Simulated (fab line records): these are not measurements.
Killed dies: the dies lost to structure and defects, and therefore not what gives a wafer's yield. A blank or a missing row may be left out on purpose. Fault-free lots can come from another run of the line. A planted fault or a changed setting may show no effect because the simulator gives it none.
Matching of chambers + flow n5Finfet + aldHk-01 running N5_HKMG_FIN_ALD_75: 4 sister chambers
The step deposits Al2O3, target thk 1 nm, co reactant pulse time 1 s. 8 wafers are shown with their chamber, then 8 later ones without.

WAFERS WITH THEIR CHAMBER
| wafer  | chamber | heaterPowerW (W) | precursorPulseHeightRel |
|--------|---------|------------------|-------------------------|
| L085.2 | 0       | 148              | 0.993                   |
| L085.4 | 1       | 138              | 1.009                   |
| L088.1 | 2       | 132              | 1.003                   |
| L088.2 | 1       | 138              | 0.973                   |
| L088.6 | 0       | 141              | 1.031                   |
| L090.3 | 2       | 131              | 0.979                   |
| L090.5 | 3       | 133              | 0.992                   |
| L091.1 | 3       | 130              | 1.019                   |

WAFERS WITH NO CHAMBER GIVEN
| wafer  | heaterPowerW (W) | precursorPulseHeightRel |
|--------|------------------|-------------------------|
| L091.4 | 129              | 1.012                   |
| L091.5 | 140              | 1.023                   |
| L093.3 | 130              | 1.009                   |
| L093.4 | 148              | 1.013                   |
| L093.6 | 133              | 0.991                   |
| L094.4 | 128              | 1.032                   |
| L094.5 | 127              | 1.031                   |
| L094.6 | 144              | 1.024                   |

CHAMBER TAKEN BY EACH
| wafer  | from the rows above               | in truth |
|--------|-----------------------------------|----------|
| L091.4 | can't be placed: 3 or 2           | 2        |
| L091.5 | can't be placed: 1 or 0 or 3 or 2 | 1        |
| L093.3 | can't be placed: 3 or 2           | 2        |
| L093.4 | 0                                 | 0        |
| L093.6 | can't be placed: 2 or 3 or 1      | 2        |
| L094.4 | can't be placed: 3 or 2           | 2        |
| L094.5 | can't be placed: 3 or 2           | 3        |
| L094.6 | 0                                 | 0        |
2 of 8 placed correctly. Cannot be placed on the basis of these rows: 6; the candidates contain the true chamber in 6. Number placed wrongly: 0.
How it was worked out, from the rows above alone: a wafer's distance from a chamber is the root of the sum, over the readings, of the square of ((its reading less the chamber's mean) divided by the reading's scatter). The wafer belongs to the nearest chamber; if the next one is less than 2 further off, it can't be placed. The mean given for a chamber averages the wafers shown for that chamber. The scatter is the square root of a quotient: the sum, over the shown wafers, of each reading's squared deviation from its chamber's mean, divided by wafers minus chambers.
